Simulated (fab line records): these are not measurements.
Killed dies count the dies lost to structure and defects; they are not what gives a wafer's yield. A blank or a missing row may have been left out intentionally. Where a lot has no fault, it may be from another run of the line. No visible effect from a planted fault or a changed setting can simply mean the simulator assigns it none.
Chamber matching || flow n5 finfet || N5_FIN_SAQP_SPACER2_ETCHBACK_29 on rie diel-02: 4 sister chambers
The step etches SiO2 in CHF3/O2, target depth 12.2 nm, time 6.1 s. 20 wafers are shown with their chamber, then 10 later ones without.

WAFERS PAIRED WITH THEIR CHAMBERS
{"wafer": "L079.1", "chamber": 3, "throttle valve pct (%)": 18.8, "rf vpp V (V)": 520, "oes product au (a.u.)": 0.71}
{"wafer": "L079.3", "chamber": 0, "throttle valve pct (%)": 18.6, "rf vpp V (V)": 528, "oes product au (a.u.)": 0.96}
{"wafer": "L079.5", "chamber": 3, "throttle valve pct (%)": 18.8, "rf vpp V (V)": 519, "oes product au (a.u.)": 0.70}
{"wafer": "L082.3", "chamber": 0, "throttle valve pct (%)": 18.6, "rf vpp V (V)": 528, "oes product au (a.u.)": 0.94}
{"wafer": "L082.4", "chamber": 3, "throttle valve pct (%)": 18.8, "rf vpp V (V)": 521, "oes product au (a.u.)": 0.71}
{"wafer": "L082.6", "chamber": 1, "throttle valve pct (%)": 19.2, "rf vpp V (V)": 523, "oes product au (a.u.)": 0.76}
{"wafer": "L084.2", "chamber": 0, "throttle valve pct (%)": 18.6, "rf vpp V (V)": 527, "oes product au (a.u.)": 0.91}
{"wafer": "L084.3", "chamber": 1, "throttle valve pct (%)": 19.3, "rf vpp V (V)": 523, "oes product au (a.u.)": 0.74}
{"wafer": "L084.6", "chamber": 2, "throttle valve pct (%)": 18.4, "rf vpp V (V)": 548, "oes product au (a.u.)": 0.94}
{"wafer": "L085.3", "chamber": 1, "throttle valve pct (%)": 19.3, "rf vpp V (V)": 524, "oes product au (a.u.)": 0.74}
{"wafer": "L085.5", "chamber": 2, "throttle valve pct (%)": 18.4, "rf vpp V (V)": 550, "oes product au (a.u.)": 0.95}
{"wafer": "L085.6", "chamber": 1, "throttle valve pct (%)": 19.3, "rf vpp V (V)": 524, "oes product au (a.u.)": 0.74}
{"wafer": "L087.1", "chamber": 1, "throttle valve pct (%)": 19.3, "rf vpp V (V)": 524, "oes product au (a.u.)": 0.73}
{"wafer": "L087.2", "chamber": 2, "throttle valve pct (%)": 18.4, "rf vpp V (V)": 550, "oes product au (a.u.)": 0.94}
{"wafer": "L087.5", "chamber": 2, "throttle valve pct (%)": 18.4, "rf vpp V (V)": 549, "oes product au (a.u.)": 0.93}
{"wafer": "L088.1", "chamber": 0, "throttle valve pct (%)": 18.6, "rf vpp V (V)": 528, "oes product au (a.u.)": 0.89}
{"wafer": "L088.5", "chamber": 2, "throttle valve pct (%)": 18.4, "rf vpp V (V)": 549, "oes product au (a.u.)": 0.93}
{"wafer": "L088.6", "chamber": 1, "throttle valve pct (%)": 19.3, "rf vpp V (V)": 523, "oes product au (a.u.)": 0.74}
{"wafer": "L089.1", "chamber": 0, "throttle valve pct (%)": 18.6, "rf vpp V (V)": 528, "oes product au (a.u.)": 0.88}
{"wafer": "L089.2", "chamber": 1, "throttle valve pct (%)": 19.3, "rf vpp V (V)": 523, "oes product au (a.u.)": 0.73}

SIGNATURES (means of the wafers above)
{"reading": "throttle valve pct", "chamber 0": 18.600, "chamber 1": 19.286, "chamber 2": 18.400, "chamber 3": 18.800, "scatter within a chamber": 0.0231}
{"reading": "rf vpp V", "chamber 0": 527.80, "chamber 1": 523.43, "chamber 2": 549.20, "chamber 3": 520.00, "scatter within a chamber": 0.676}
{"reading": "oes product au", "chamber 0": 0.9160, "chamber 1": 0.7400, "chamber 2": 0.9380, "chamber 3": 0.7067, "scatter within a chamber": 0.0185}
Rule: for a wafer and a chamber, the distance is found by dividing, reading by reading, the gap between the wafer's reading and the chamber's mean by the reading's scatter, squaring, summing and taking the root. If the next closest chamber is less than 2 further off than the closest, the wafer can't be placed; otherwise it belongs to the closest. The scatter: the root of (the sum of the squares of (reading less its chamber's mean) over the shown wafers, divided by (wafers less chambers)).

WAFERS MISSING THEIR CHAMBER
{"wafer": "L089.6", "throttle valve pct (%)": 19.3, "rf vpp V (V)": 523, "oes product au (a.u.)": 0.73}
{"wafer": "L090.1", "throttle valve pct (%)": 18.6, "rf vpp V (V)": 528, "oes product au (a.u.)": 0.87}
{"wafer": "L090.4", "throttle valve pct (%)": 18.6, "rf vpp V (V)": 529, "oes product au (a.u.)": 0.88}
{"wafer": "L090.5", "throttle valve pct (%)": 19.3, "rf vpp V (V)": 523, "oes product au (a.u.)": 0.74}
{"wafer": "L092.2", "throttle valve pct (%)": 18.6, "rf vpp V (V)": 531, "oes product au (a.u.)": 0.88}
{"wafer": "L092.3", "throttle valve pct (%)": 18.4, "rf vpp V (V)": 550, "oes product au (a.u.)": 0.92}
{"wafer": "L092.6", "throttle valve pct (%)": 18.5, "rf vpp V (V)": 519, "oes product au (a.u.)": 0.94}
{"wafer": "L093.2", "throttle valve pct (%)": 18.4, "rf vpp V (V)": 549, "oes product au (a.u.)": 0.91}
{"wafer": "L093.5", "throttle valve pct (%)": 18.6, "rf vpp V (V)": 527, "oes product au (a.u.)": 0.87}
{"wafer": "L093.6", "throttle valve pct (%)": 19.3, "rf vpp V (V)": 523, "oes product au (a.u.)": 0.73}

CHAMBER TAKEN BY EACH
{"wafer": "L089.6", "from the rows above": 1, "in truth": 1}
{"wafer": "L090.1", "from the rows above": 0, "in truth": 0}
{"wafer": "L090.4", "from the rows above": 0, "in truth": 0}
{"wafer": "L090.5", "from the rows above": 1, "in truth": 1}
{"wafer": "L092.2", "from the rows above": 0, "in truth": 0}
{"wafer": "L092.3", "from the rows above": 2, "in truth": 2}
{"wafer": "L092.6", "from the rows above": 0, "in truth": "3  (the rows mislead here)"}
{"wafer": "L093.2", "from the rows above": 2, "in truth": 2}
{"wafer": "L093.5", "from the rows above": 0, "in truth": 0}
{"wafer": "L093.6", "from the rows above": 1, "in truth": 1}
Placed correctly: 9 of 10. Not placeable from these rows: 0. Placed wrongly: 1.
